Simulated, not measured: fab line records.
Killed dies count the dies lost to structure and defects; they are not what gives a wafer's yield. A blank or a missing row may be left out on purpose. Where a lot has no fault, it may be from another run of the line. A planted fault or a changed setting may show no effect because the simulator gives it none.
Chamber matching    flow n5 finfet    N5_MOL_CONTACT_COAG_ETCH_90 on rie diel-01 has 4 sister chambers
The step etches SiARC in CF4, target depth 13 nm, time 21.7 s. 8 wafers are shown with their chamber, then 8 later ones without.

## EACH WAFER AND ITS CHAMBER
wafer   chamber  drypump motor current A (A)  showerhead plenum p Torr (Torr)
L078.4  0        6.2                          2.07
L080.1  3        5.4                          2.08
L080.2  1        5.8                          2.09
L080.6  3        5.4                          2.08
L087.3  2        5.6                          2.14
L087.4  0        6.3                          2.06
L087.6  2        5.6                          2.14
L092.1  1        5.7                          2.08

## WAFERS WHOSE CHAMBER IS MISSING
wafer   drypump motor current A (A)  showerhead plenum p Torr (Torr)
L092.3  5.4                          2.07
L092.4  5.6                          2.14
L093.1  6.3                          2.06
L093.2  5.4                          2.07
L093.5  5.4                          2.07
L097.2  6.2                          2.06
L097.3  5.6                          2.14
L097.5  5.6                          2.13

## EACH ONE'S CHAMBER
wafer   from the rows above  in truth
L092.3  3                    3
L092.4  2                    2
L093.1  0                    0
L093.2  3                    3
L093.5  3                    3
L097.2  0                    0
L097.3  2                    2
L097.5  2                    2
8 of 8 placed correctly. Not placeable from these rows: 0. Placed wrongly: 0.
How it was worked out, from the rows above alone: a wafer's distance from a chamber is the root of the sum, over the readings, of the square of ((its reading less the chamber's mean) divided by the reading's scatter). If the next closest chamber is less than 2 further off than the closest, the wafer can't be placed; otherwise it belongs to the closest. A chamber's mean is the mean of its shown wafers. The scatter is the square root of a quotient: the sum, over the shown wafers, of each reading's squared deviation from its chamber's mean, divided by wafers minus chambers.
